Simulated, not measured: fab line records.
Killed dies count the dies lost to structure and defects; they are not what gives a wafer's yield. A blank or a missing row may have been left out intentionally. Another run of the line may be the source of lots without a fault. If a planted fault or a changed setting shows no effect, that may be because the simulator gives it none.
Which of the tools did it? | flow n5Finfet | Sampling: 12 lots, 36 wafers, 3 of 1938 route steps

## WHAT THE GAUGES READ, wafer by wafer
N5_WELL_APT_CD_MEAS_08: the cd target is 200 nm.
lot  | measured    | on       | cdNm (nm)
L075 | day 1 19:37 | cdSem-01 | 200.6 201.1 202.7
L077 | day 2 07:46 | cdSem-03 | 201.4 200.7 201.9
L079 | day 2 19:34 | cdSem-02 | 199.9 201.4 202.5
L081 | day 3 07:53 | cdSem-02 | 198.8 199.2 197.6
L083 | day 3 20:39 | cdSem-02 | 197.6 199.8 197.3
L085 | day 4 07:51 | cdSem-03 | 201.3 200.3 203.2
L087 | day 4 19:50 | cdSem-01 | 198.0 201.0 202.7
L089 | day 5 07:53 | cdSem-02 | 200.1 202.9 198.6
L091 | day 5 20:06 | cdSem-02 | 200.0 197.5 196.1
L093 | day 6 07:49 | cdSem-01 | 200.2 196.8 199.6
L095 | day 6 19:39 | cdSem-01 | 201.0 200.9 198.4
L097 | day 7 07:52 | cdSem-01 | 201.2 200.3 200.2

## TOOL THAT RAN EACH LOT (tool first, then ch and the chambers of the sampled wafers, then the start)
lot  | N5_ZERO_LAYER_ETCH_17            | N5_ZERO_LAYER_ETCH_18
L075 | rieDiel-02 ch 0,2, day 1 18:44   | rieSi-01 ch 1,3, day 1 18:49
L077 | rieDiel-02 ch 2,3, day 2 06:56   | rieSi-04 ch 1,3, day 2 07:00
L079 | rieDiel-03 ch 1,2, day 2 18:44   | rieSi-04 ch 1,2, day 2 18:48
L081 | rieDiel-06 ch 1,3, day 3 06:55   | rieSi-04 ch 1,3, day 3 06:59
L083 | rieDiel-06 ch 0,1,3, day 3 19:05 | rieSi-04 ch 0,3, day 3 19:09
L085 | rieDiel-03 ch 0,1,2, day 4 06:53 | rieSi-01 ch 0,2,3, day 4 06:57
L087 | rieDiel-02 ch 2,3, day 4 18:52   | rieSi-04 ch 0,2, day 4 18:56
L089 | rieDiel-02 ch 1,2,3, day 5 06:56 | rieSi-03 ch 1,2,3, day 5 07:00
L091 | rieDiel-06 ch 1,2,3, day 5 19:15 | rieSi-03 ch 2,3, day 5 19:19
L093 | rieDiel-06 ch 0,3, day 6 06:50   | rieSi-01 ch 1,2, day 6 06:55
L095 | rieDiel-06 ch 0,1, day 6 18:48   | rieSi-04 ch 0,2, day 6 18:53
L097 | rieDiel-06 ch 0,2, day 7 06:55   | rieSi-04 ch 0,1,3, day 7 06:59
- N5_ZERO_LAYER_ETCH_17: etches SiO2 in CF4, target depth 12 nm, time 13.3 s.
- N5_ZERO_LAYER_ETCH_18: etches Si in HBr/Cl2, target depth 120 nm, time 40 s.

## THE ANSWER, worked out from the rows above alone
Rule: the lots themselves supply what counts as usual. Put in order of their means at a reading, lots are off if they are a third of the lots or fewer, leave a main group of 4 or more, and stand apart from it by a gap of 3 or more times the standard deviation of the main group's means; of several such gaps the widest counts. Not used: any main group whose means are identical at the precision the tables above print for the reading. A lot without any number at a reading at which 4 lots or more have one is off too. Any other lot the step has rows for is counted as sound.
Nothing can be told from this: no lot is off at any reading shown.

## WHAT THE SIMULATOR HAD INSERTED
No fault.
